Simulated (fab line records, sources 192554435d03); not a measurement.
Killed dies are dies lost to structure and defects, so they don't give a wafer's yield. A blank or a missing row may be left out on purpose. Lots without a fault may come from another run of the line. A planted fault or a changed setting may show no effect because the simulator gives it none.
A struck lot beside a sound one | flow n5_finfet | 16 steps out of a route of 1938
Sound: wafers L602.1, L602.2, L602.6. Struck: wafers L600.3, L600.6. (L600.5 of the same lot was not struck and is left out.) The cause comes at the end.
At each step with rows: each side's tool, then ch and its chambers, then its first start. Under that, the readings that differ: sound wafers | struck wafers | difference of the means | sigmas: that difference in standard deviations of wafers without a fault.
alike: readings whose means differ by less than 2 such deviations, and words and numbers that are the same on both sides. not compared: withheld readings, readings that some wafer has no value for, bounds like >300 that may hide the same value, and numbers for which the record gives no deviation and whose values overlap.
The two part at a step that has a row with sigmas, a row that says differs or no value, or rows on one side only. Numbers that don't overlap but have no deviation are shown without sigmas and don't part them. A reading that every wafer of one side lacks parts them only if that side has two wafers or more.

first, 9 steps without rows for these wafers: N5_BEOL_M4_COAT_05 (resist thk 30 nm); N5_BEOL_M4_EBR_07; N5_BEOL_M4_SOFTBAKE_06 (time 60 s); N5_BEOL_M4_EXPOSE_08 (exposes mask M4); N5_BEOL_M4_PEB_09 (peb time 60 s); N5_BEOL_M4_DEVELOP_10 (develop time 30 s); N5_BEOL_M4_DESCUM_16 (chemistry O2, time 7 s); N5_BEOL_M4_ETCH_74 (etches underlayer in N2/H2, target depth 6.5 nm, time 5.2 s); N5_BEOL_M4_ETCH_63 (etches SiARC in CF4, target depth 15.6 nm, time 26 s).
N5_BEOL_M4_ETCH_64: etches SOC in N2/H2, target depth 75 nm, overetch 22.5 nm, time 121.9 s.
  sound on rie_diel-02 ch 0,1,2, day 13 16:35; struck on rie_diel-03 ch 2,3, day 9 16:28
  reading                                    | sound       | struck  | difference | sigmas
  drypump_motor_current_A (A)                | 6.0 6.2 6.4 | 5.1 5.4 | -1.0       | -2
  model.SiARC_of_BEOL_M4_COAT_62.thk_nm (nm) | 5.8 6.2 6.2 | 5.6 5.4 | -0.6       |
  alike: bias_w, oes_product_au, rf_fwd_power_W, rf_vpp_V, showerhead_plenum_p_Torr, temp_c, throttle_valve_pct
  not compared: rf_hours_counter_h, model.BEOL_M4.cd_offset_nm
then, 3 steps without rows for these wafers: N5_BEOL_M4_STRIP_65 (strips in N2/H2); N5_BEOL_M4_STRIP_75 (strips in N2/H2); N5_BEOL_M4_STRIP_66 (strips in CF4).
N5_BEOL_M4_HM_OPEN_17: chemistry Cl2/BCl3, target TiN, target depth 20 nm, overetch 6 nm.
  sound on rie_metal-02 ch 0,1, day 13 16:46; struck on rie_metal-01 ch 0,1, day 9 16:40
  reading                  | sound             | struck     | difference | sigmas
  rf_fwd_power_W (W)       | 990 986 987       | 992 999    | +8         | +2
  model.etch.depth_nm (nm) | 19.57 19.88 19.73 | 18.45 18.3 | -1.35      |
  alike: bias_w, drypump_motor_current_A, oes_product_au, throttle_valve_pct
  not compared: rf_hours_counter_h, model.BEOL_M4.cd_offset_nm
then, 1 step without rows for these wafers: N5_BEOL_M4_STRIP_19 (strips in O2).
N5_BEOL_M4_RC_MEAS_101:
  sound on prober-01 ch 0, day 14 14:39; struck on prober-01 ch 0, day 9 22:35
  reading   | sound          | struck    | difference | sigmas
  VT_P (mV) | -246 -249 -248 | -255 -253 | -6         | -2
  alike: DIBL_N, DIBL_P, IOFF_N, IOFF_P, ION_N, ION_P, SS_N, SS_P, VT_N

WHERE THEY PART
First at N5_BEOL_M4_ETCH_64; last, within this record, at N5_BEOL_M4_RC_MEAS_101.

WHY: what the simulator had put in
Process parameter drift: rie_diel-03, from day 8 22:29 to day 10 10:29, at N5_BEOL_M4_ETCH_64. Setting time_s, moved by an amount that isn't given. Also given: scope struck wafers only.
